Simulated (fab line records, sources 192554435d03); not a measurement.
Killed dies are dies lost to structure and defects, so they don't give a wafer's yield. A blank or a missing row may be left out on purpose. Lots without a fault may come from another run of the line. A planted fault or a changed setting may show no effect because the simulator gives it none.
A struck lot beside a sound one | flow n5_finfet | 14 steps out of a route of 1938
Sound: wafers L398.3, L398.4, L398.5. Struck: wafer L402.6. (L402.3, L402.4 of the same lot were not struck and are left out.) The cause comes at the end.
At each step with rows: each side's tool, then ch and its chambers, then its first start. Under that, the readings that differ: sound wafers | struck wafers | difference of the means | sigmas: that difference in standard deviations of wafers without a fault.
alike: readings whose means differ by less than 2 such deviations, and words and numbers that are the same on both sides. not compared: withheld readings, readings that some wafer has no value for, bounds like >300 that may hide the same value, and numbers for which the record gives no deviation and whose values overlap.
The two part at a step that has a row with sigmas, a row that says differs or no value, or rows on one side only. Numbers that don't overlap but have no deviation are shown without sigmas and don't part them. A reading that every wafer of one side lacks parts them only if that side has two wafers or more.

N5_BEOL_M15_OVL_MEAS_11:
  sound on overlay-02 ch 0, day 12 15:17; struck on overlay-02 ch 0, day 14 09:55
  alike: V14_OVL
N5_BEOL_M15_INSPECT_12: inspects for defects (macro).
  sound on defect_inspect-02, day 12 15:19; struck on defect_inspect-01, day 14 09:57
  reading          | sound | struck | difference | sigmas
  raw_defect_count | 2 0 2 | 6      | +5         | +3
N5_BEOL_M15_DESCUM_15: chemistry O2, time 7.9 s.
  sound on rie_diel-01 ch 0,1,2, day 12 16:11; struck on rie_diel-04 ch 3, day 14 10:05
  alike: chamber_pressure_mTorr, drypump_motor_current_A, oes_product_au, rf_vpp_V, showerhead_plenum_p_Torr, throttle_valve_pct
  not compared: rf_hours_counter_h
N5_BEOL_M15_ETCH_59: etches BARC in N2/H2, target depth 89 nm, overetch 26.7 nm, time 67.9 s.
  sound on rie_diel-01 ch 0,1,2, day 12 16:13; struck on rie_diel-04 ch 3, day 14 10:07
  alike: chamber_pressure_mTorr, drypump_motor_current_A, oes_product_au, rf_vpp_V, showerhead_plenum_p_Torr, throttle_valve_pct
  not compared: rf_hours_counter_h
then, 1 step without rows for these wafers: N5_BEOL_M15_VIA_ETCH_16 (etches SiO2 in C4F8/O2/Ar, target depth 1792.2 nm).
N5_BEOL_M15_STRIP_63: strips in O2.
  sound on rie_diel-01 ch 0,1,2; struck on rie_diel-04 ch 3
  alike: chamber_pressure_mTorr, drypump_motor_current_A, oes_product_au, rf_vpp_V, showerhead_plenum_p_Torr, throttle_valve_pct
  not compared: rf_hours_counter_h
N5_BEOL_M15_STRIP_64: strips in O2.
  sound on rie_diel-01 ch 0,1,2; struck on rie_diel-04 ch 3
  alike: chamber_pressure_mTorr, drypump_motor_current_A, oes_product_au, rf_vpp_V, showerhead_plenum_p_Torr, throttle_valve_pct
  not compared: rf_hours_counter_h
then, 2 steps without rows for these wafers: N5_BEOL_M15_STRIP_65 (strips in post etch residue remover, time 60 s); N5_BEOL_M15_SRD_66 (time 30 s, dry time 30 s).
N5_BEOL_M15_CD_MEAS_17: target cd 360 nm.
  sound on cd_sem-03, day 12 16:41; struck on cd_sem-02, day 14 10:35
  alike: cd_nm
then, 1 step without rows for these wafers: N5_BEOL_M15_COAT_56 (time 60 s, resist thk 550 nm).
N5_BEOL_M15_ETCH_57: etches SOC in N2/H2, time 750 s.
  sound on rie_diel-01 ch 2,3, day 12 16:50; struck on rie_diel-05 ch 0, day 14 10:52
  reading                         | sound          | struck | difference | sigmas
  showerhead_plenum_p_Torr (Torr) | 2.47 2.56 2.47 | 2.66   | +0.16      | +2
  alike: chamber_pressure_mTorr, drypump_motor_current_A, oes_product_au, rf_vpp_V, throttle_valve_pct
  not compared: rf_hours_counter_h
N5_BEOL_M15_COAT_60: time 60 s, resist thk 89 nm.
  sound on litho_track-03 ch 0, day 12 17:21; struck on litho_track-04 ch 0, day 14 11:22
  reading                  | sound             | struck | difference | sigmas
  heater_power_total_W (W) | 393.2 389.6 392.0 | 432.9  | +41.3      | +29
  run_length_s (s)         | 66.26 66.18 66.15 | 57.13  | -9.07      | -50
then, 1 step without rows for these wafers: N5_BEOL_M15_COAT_22 (resist thk 800 nm).

WHERE THEY PART
First at N5_BEOL_M15_INSPECT_12; last, within this record, at N5_BEOL_M15_COAT_60.

WHY: what the simulator had put in
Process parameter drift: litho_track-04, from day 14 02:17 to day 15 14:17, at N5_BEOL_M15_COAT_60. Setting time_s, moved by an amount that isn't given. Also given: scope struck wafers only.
